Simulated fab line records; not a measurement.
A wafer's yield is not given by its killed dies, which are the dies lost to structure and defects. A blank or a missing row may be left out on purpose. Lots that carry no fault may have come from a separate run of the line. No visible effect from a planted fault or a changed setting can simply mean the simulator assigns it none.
What tool caused it? | flow n5 finfet | 27 wafers from 9 lots sampled at 6 of the route's 1938 steps

WHAT THE GAUGES READ, wafer by wafer
N5_HKMG_FIN_OVL_MEAS_13. Usual: NWFM_OVL -0.1 nm, standard deviation 0.8.
lot  | measured    | on         | NWFM_OVL (nm)  | flag
L426 | day 4 08:01 | overlay-01 | 0.1 -0.7 -0.8  |
L430 | day 5 03:41 | overlay-01 | -2.3 -1.5 -0.8 |
L434 | day 6 02:05 | overlay-01 | 0.4 0.1 0.2    |
L440 | day 7 20:14 | overlay-01 | -1.1 -0.1 0.0  |
L443 | day 8 14:20 | overlay-02 | 0.0 1.0 0.5    |
L445 | day 9 00:38 | overlay-01 | 0.1 0.5 -0.2   |
L446 | day 9 08:42 | overlay-01 | 0.3 -0.8 -1.2  |
L447 | day 9 12:22 | overlay-01 | 0.3 -0.3 -0.1  |
L448 | day 9 16:23 | overlay-02 | -0.5 0.5 0.4   |

N5_HKMG_FIN_INSPECT_14: inspects for defects (macro). Usual: raw defect count 2.0, standard deviation 1.4.
lot  | measured    | on                | raw defect count | flag
L426 | day 4 08:02 | defect inspect-01 | 1 1 2            |
L430 | day 5 03:43 | defect inspect-02 | 1 6 3            |
L434 | day 6 02:06 | defect inspect-02 | 3 2 1            |
L440 | day 7 20:15 | defect inspect-02 | 1 2 3            |
L443 | day 8 14:21 | defect inspect-02 | 1 3 4            |
L445 | day 9 00:39 | defect inspect-02 | 0 >300 1         |
L446 | day 9 08:44 | defect inspect-01 | 4 2 0            |
L447 | day 9 12:23 | defect inspect-02 | >300 2 2         |
L448 | day 9 16:25 | defect inspect-02 | 3 1 0            |

N5_BEOL_M4_RC_MEAS_101. Usual: DIBL_N 36.3 mV/V, standard deviation 1.9; DIBL_P 36.0 mV/V, standard deviation 2.1; IOFF_N 0.16 nA/um, standard deviation 0.031; IOFF_P 0.21 nA/um, standard deviation 0.035; ION_N 675 uA/um, standard deviation 14; ION_P 464 uA/um, standard deviation 8.5; SS_N 71.5 mV/dec, standard deviation 0.6; SS_P 73.3 mV/dec, standard deviation 0.72; VT_N 250 mV, standard deviation 3.2; VT_P -250 mV, standard deviation 3.1.
lot  | measured     | on        | DIBL_N (mV/V)  | DIBL_P (mV/V)  | IOFF_N (nA/um) | IOFF_P (nA/um) | ION_N (uA/um) | ION_P (uA/um) | SS_N (mV/dec)  | SS_P (mV/dec)  | VT_N (mV)   | VT_P (mV)      | flag
L426 | day 7 18:26  | prober-02 | 37.9 38.2 37.5 | 38.3 39.7 38.2 | 0.19 0.21 0.19 | 0.27 0.31 0.27 | 683 705 688   | 472 484 470   | 71.8 71.7 71.7 | 74.1 74.4 74.0 | 247 245 245 | -245 -244 -246 |
L430 | day 8 18:02  | prober-02 | 36.8 35.1 34.9 | 36.4 34.4 34.6 | 0.15 0.13 0.13 | 0.20 0.18 0.18 | 654 664 668   | 452 455 459   | 72.1 70.7 71.4 | 73.0 72.6 73.1 | 254 253 253 | -254 -253 -253 |
L434 | day 9 10:14  | prober-01 | 33.6 36.4 35.0 | 31.7 35.0 34.1 | 0.10 0.14 0.12 | 0.16 0.21 0.20 | 667 675 663   | 464 462 462   | 70.8 72.4 70.9 | 71.8 72.9 72.1 | 257 252 255 | -254 -248 -249 |
L440 | day 12 21:15 | prober-01 | 37.7 36.4 37.2 | 35.8 34.5 34.4 | 0.17 0.15 0.16 | 0.22 0.19 0.19 | 691 675 676   | 473 462 460   | 72.6 72.1 72.3 | 73.5 72.9 72.9 | 248 250 251 | -246 -251 -251 |
L443 | day 14 01:24 | prober-01 | 38.9 36.9 37.8 | 37.9 34.5 36.4 | 0.18 0.15 0.15 | 0.24 0.19 0.22 | 673 673 648   | 462 456 451   | 71.4 71.2 72.2 | 74.0 73.6 74.2 | 248 249 253 | -249 -252 -252 |
L445 | day 14 09:01 | prober-01 | 36.4 36.8 36.2 | 36.4 38.3 37.6 | 0.18 0.19 0.18 | 0.21 0.24 0.25 | 668 685 681   | 460 466 469   | 72.1 71.9 71.6 | 73.0 74.0 74.3 | 249 247 246 | -249 -248 -246 |
L446 | day 13 01:41 | prober-01 | 35.2 35.7 37.2 | 36.5 36.8 39.7 | 0.14 0.16 0.19 | 0.17 0.18 0.22 | 678 681 698   | 458 457 471   | 70.4 71.7 72.5 | 72.9 73.2 73.5 | 248 248 246 | -257 -254 -250 |
L447 | day 13 00:07 | prober-02 | 38.4 35.6 38.0 | 36.3 34.7 37.4 | 0.17 0.12 0.16 | 0.21 0.19 0.22 | 663 668 676   | 453 464 460   | 72.6 71.1 72.0 | 73.2 73.2 74.0 | 250 252 248 | -250 -251 -246 |
L448 | day 14 12:35 | prober-02 | 35.8 34.3 36.3 | 36.4 34.6 36.0 | 0.15 0.13 0.15 | 0.23 0.19 0.21 | 676 673 676   | 469 465 465   | 72.4 71.7 72.0 | 73.1 72.1 72.5 | 251 253 251 | -249 -250 -249 |

TOOL THAT RAN EACH LOT (tool first, then ch and the chambers of the sampled wafers, then the start)
lot  | N5_HKMG_FIN_DESCUM_53             | N5_HKMG_FIN_STRIP_57              | N5_HKMG_FIN_ALD_91
L426 | rie diel-04 ch 0,1,2, day 4 04:50 | rie diel-04 ch 0,1,2, day 4 05:07 | ald metal-03 ch 0,1,2, day 4 09:03
L430 | rie diel-03 ch 0,3, day 5 00:29   | rie diel-03 ch 0,3, day 5 00:46   | ald metal-02 ch 0,2,3, day 5 04:44
L434 | rie diel-03 ch 1,2,3, day 5 22:46 | rie diel-03 ch 1,2,3, day 5 23:02 | ald metal-03 ch 0,2,3, day 6 03:34
L440 | rie diel-03 ch 1,2,3, day 7 16:53 | rie diel-03 ch 1,2,3, day 7 17:10 | ald metal-03 ch 0,1, day 7 21:29
L443 | rie diel-03 ch 0,1,2, day 8 11:00 | rie diel-03 ch 0,1,2, day 8 11:17 | ald metal-04 ch 1,2,3, day 8 16:23
L445 | rie diel-03 ch 1,3, day 8 21:19   | rie diel-03 ch 1,3, day 8 21:36   | ald metal-03 ch 0,1, day 9 02:27
L446 | rie diel-04 ch 1,2, day 9 05:23   | rie diel-04 ch 1,2, day 9 05:40   | ald metal-04 ch 0,1, day 9 09:52
L447 | rie diel-03 ch 0,1,3, day 9 09:04 | rie diel-03 ch 0,1,3, day 9 09:20 | ald metal-03 ch 0,1,3, day 9 13:24
L448 | rie diel-02 ch 0,2, day 9 13:05   | rie diel-02 ch 0,2, day 9 13:22   | ald metal-02 ch 0,1, day 9 17:26
- N5_HKMG_FIN_DESCUM_53: chemistry O2, time 7.9 s.
- N5_HKMG_FIN_STRIP_57: strips in CF4.
- N5_HKMG_FIN_ALD_91: deposits TiN, target thk 1 nm, pulse time 1 s, purge time 3 s.

WHAT THE TOOLS THEMSELVES READ (means of the sampled wafers that have a number; where no wafer has one, the mark that the record gives instead)
N5_HKMG_FIN_DESCUM_53. Usual: drypump motor current A 5.9 A, standard deviation 0.44; oes product au 0.82 a.u., standard deviation 0.094; rf vpp V 243.1 V, standard deviation 1.6; showerhead plenum p Torr 2.09 Torr, standard deviation 0.082; throttle valve pct 20.40 %, standard deviation 0.22.
lot  | tool        | drypump motor current A (A) | oes product au (a.u.) | rf vpp V (V) | showerhead plenum p Torr (Torr) | throttle valve pct (%) | flag
L426 | rie diel-04 | 6.3                         | 0.78                  | 242.2        | 2.07                            | 20.58                  |
L430 | rie diel-03 | 5.6                         | 0.78                  | 242.8        | 2.07                            | 20.41                  |
L434 | rie diel-03 | 5.5                         | 0.84                  | 243.5        | 2.15                            | 20.33                  |
L440 | rie diel-03 | 5.5                         | 0.82                  | 244.4        | 2.14                            | 20.36                  |
L443 | rie diel-03 | 5.6                         | 0.76                  | 242.9        | 2.06                            | 20.52                  |
L445 | rie diel-03 | 5.7                         | 0.84                  | 244.5        | 2.15                            | 20.44                  |
L446 | rie diel-04 | 6.3                         | 0.77                  | 241.9        | 2.03                            | 20.69                  |
L447 | rie diel-03 | 5.7                         | 0.78                  | 243.8        | 2.10                            | 20.46                  |
L448 | rie diel-02 | 6.3                         | 0.74                  | 243.0        | 2.06                            | 20.51                  |

N5_HKMG_FIN_STRIP_57. Usual: drypump motor current A 5.9 A, standard deviation 0.44; oes product au 0.81 a.u., standard deviation 0.088; rf vpp V 271.1 V, standard deviation 1.7; showerhead plenum p Torr 1.80 Torr, standard deviation 0.063; throttle valve pct 13.57 %, standard deviation 0.28.
lot  | tool        | drypump motor current A (A) | oes product au (a.u.) | rf vpp V (V) | showerhead plenum p Torr (Torr) | throttle valve pct (%) | flag
L426 | rie diel-04 | 6.3                         | 0.78                  | 269.9        | 1.78                            | 13.79                  |
L430 | rie diel-03 | 5.5                         | 0.78                  | 270.2        | 1.78                            | 13.64                  |
L434 | rie diel-03 | 5.5                         | 0.84                  | 273.3        | 1.84                            | 13.48                  |
L440 | rie diel-03 | 5.5                         | 0.81                  | 272.9        | 1.83                            | 13.53                  |
L443 | rie diel-03 | 5.6                         | 0.75                  | 270.8        | 1.78                            | 13.79                  |
L445 | rie diel-03 | 5.7                         | 0.84                  | 272.3        | 1.85                            | 13.64                  |
L446 | rie diel-04 | 6.3                         | 0.76                  | 269.6        | 1.76                            | 13.91                  |
L447 | rie diel-03 | 5.7                         | 0.79                  | 270.3        | 1.81                            | 13.70                  |
L448 | rie diel-02 | 6.3                         | 0.73                  | 270.3        | 1.77                            | 13.69                  |

N5_HKMG_FIN_ALD_91. Usual: heater power w 877 W, standard deviation 100; precursor pulse height rel 0.998, standard deviation 0.02.
lot  | tool         | heater power w (W) | precursor pulse height rel | flag
L426 | ald metal-03 | 901                | 1.005                      |
L430 | ald metal-02 | 906                | 1.019                      |
L434 | ald metal-03 | 854                | 0.980                      |
L440 | ald metal-03 | 918                | 1.004                      |
L443 | ald metal-04 | 802                | 0.998                      |
L445 | ald metal-03 | 919                | 0.996                      |
L446 | ald metal-04 | 930                | 0.971                      |
L447 | ald metal-03 | 859                | 1.013                      |
L448 | ald metal-02 | 837                | 1.006                      |

THE ANSWER, worked out from the rows above alone
Rule: a lot counts as off when the mean over its wafers that have a number is more than 3 standard deviations away from the usual mean. Also off: a lot with no number at a reading for which 4 or more lots have one. All remaining lots with rows at the step are treated as sound. After the gauges, taken in route order, come the tools' own readings; for these a lot's mean is taken, as printed above. At the first step where some lot is off, the reading lying furthest off is the one used; lots without a number count as furthest.
Nothing can be told from this: no lot is off at any reading shown.

WHAT THE SIMULATOR PUT IN
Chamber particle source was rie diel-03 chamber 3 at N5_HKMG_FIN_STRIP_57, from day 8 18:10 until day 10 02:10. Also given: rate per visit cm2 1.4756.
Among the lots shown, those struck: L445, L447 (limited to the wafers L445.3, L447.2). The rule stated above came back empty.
